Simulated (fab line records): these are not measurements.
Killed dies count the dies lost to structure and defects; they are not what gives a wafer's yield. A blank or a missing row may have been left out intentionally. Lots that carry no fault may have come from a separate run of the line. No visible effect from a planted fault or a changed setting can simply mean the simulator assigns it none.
Comparing a struck lot with a sound one	flow nand harc	15 out of 1159 route steps
Sound: the wafers L866.2, L866.3, L866.5. Struck: wafer L872.3 (L872.5, L872.6, from the same lot, were not struck and are left out); the cause is given at the end.
Per side, at each step with rows, come the tool, then ch with its chambers, and then its first start. Under that, the readings that differ: sound wafers	struck wafers	difference of the means	sigmas: that difference in standard deviations of wafers without a fault.
alike: a reading whose means differ by less than 2 such deviations, as well as words and numbers matching on both sides. not compared: withheld readings; readings where some wafer has no value; bounds like >300 that might hide an equal value; numbers whose values overlap and for which the record gives no deviation.
A row with sigmas, a row that says differs or no value, or rows on one side alone: a step with any of these is where the two part. When numbers do not overlap yet have no deviation, they are printed without sigmas and do not part them. A reading missing from all wafers of one side parts the sides only when that side holds two or more wafers.

NHARC_A_CONTACT_INSPECT_10:
  sound on defect inspect-02, day 19 08:10; struck on defect inspect-01, day 20 17:26
  alike: raw defect count
then, 2 steps without rows for these wafers: NHARC_A_CONTACT_DESCUM_13 (chemistry O2, time 3 s); NHARC_A_CONTACT_ETCH_88 (etches the open film in CF4, target depth 39 nm, time 65 s).
NHARC_A_CONTACT_ETCH_89: etches the open film in N2/H2, target depth 260 nm, time 475.3 s.
  sound on rie diel-12 ch 0,2; struck on rie diel-12 ch 2
reading	sound	struck	difference	sigmas
rf vpp V (V)	425.5 433.6 425.4	433.7	+5.5	+2
showerhead plenum p Torr (Torr)	1.88 2.17 1.88	2.17	+0.19	+2
  alike: drypump motor current A, oes product au, run length s, throttle valve pct
  not compared: rf hours counter h
then, 2 steps without rows for these wafers: NHARC_A_CONTACT_ETCH_30 (etches the open film in CF4/CHF3, target depth 60.5 nm, time 30.2 s); NHARC_A_CONTACT_ETCH_31 (etches the open film in O2/COS, target depth 2000 nm, time 520 s).
NHARC_A_CONTACT_ETCH_134: etches the open film in C4F8/O2/Ar, time 140 s, target depth 700 nm.
  sound on har cap etch-01 ch 1, day 19 09:13; struck on har cap etch-02 ch 0, day 20 18:35
  alike: run length s
  not compared: rf hours counter h
NHARC_A_CONTACT_ETCH_135: etches the open film in C4F8/O2/Ar, time 132 s, target depth 1287 nm.
  sound on har cap etch-01 ch 1, day 19 09:26; struck on har cap etch-02 ch 0, day 20 18:46
  not compared: rf hours counter h, run length s
NHARC_A_CONTACT_ETCH_136: etches the open film in C4F8/O2/Ar, time 132 s, target depth 1287 nm.
  sound on har cap etch-01 ch 1, day 19 09:33; struck on har cap etch-02 ch 0, day 20 18:53
  not compared: rf hours counter h, run length s
then, 3 steps without rows for these wafers: NHARC_A_CONTACT_ETCH_137 (etches the open film in C4F8/O2/Ar, time 132 s, target depth 1287 nm); NHARC_A_CONTACT_ETCH_138 (etches the open film in C4F8/O2/Ar, time 132 s, target depth 1289 nm); NHARC_A_CONTACT_ETCH_139 (etches the open film in C4F8/O2/Ar, time 137 s, target depth 590 nm).
NHARC_A_CONTACT_ETCH_92: etches the open film in CH3F/O2, target depth 40 nm, time 85.7 s.
  sound on rie diel-10 ch 0,1, day 19 10:19; struck on rie diel-12 ch 0, day 20 19:39
reading	sound	struck	difference	sigmas
oes product au (a.u.)	1.004 0.988 1.010	0.941	-0.060	-2
rf vpp V (V)	246.6 243.3 245.8	240.3	-4.9	-3
run length s (s)	106.5 107.3 106.9	78.3	-28.6	-75
  alike: drypump motor current A, o2 flow sccm, showerhead plenum p Torr, throttle valve pct
  not compared: rf hours counter h
NHARC_A_CONTACT_ETCH_98: etches the open film in C4F6/O2, target depth 20 nm, time 10 s.
  sound on rie diel-10 ch 0,3; struck on rie diel-12 ch 0, day 20 19:45
reading	sound	struck	difference	sigmas
oes product au (a.u.)	0.994 1.001 1.001	0.952	-0.047	-2
  alike: drypump motor current A, o2 flow sccm, rf vpp V, run length s, showerhead plenum p Torr, throttle valve pct
  not compared: rf hours counter h
-- jump in the record: it breaks off in module A_CONTACT and resumes in module END (first step shown: number 1159 of the route), and 2 days separate the struck wafers' starts before and after --
NHARC_END_SORT_01:
  sound on prober-02 ch 0, day 21 22:37; struck on prober-02 ch 0, day 23 03:20
  alike: killed at array, killed at other, killed at periphery, killed dies, killed open, killed short

== WHERE THEY PART ==
At NHARC_A_CONTACT_ETCH_89 first; at NHARC_A_CONTACT_ETCH_98 last (within this record only). Later steps at which nothing parts them and some readings are alike: NHARC_END_SORT_01.

WHY: whatever the simulator had introduced
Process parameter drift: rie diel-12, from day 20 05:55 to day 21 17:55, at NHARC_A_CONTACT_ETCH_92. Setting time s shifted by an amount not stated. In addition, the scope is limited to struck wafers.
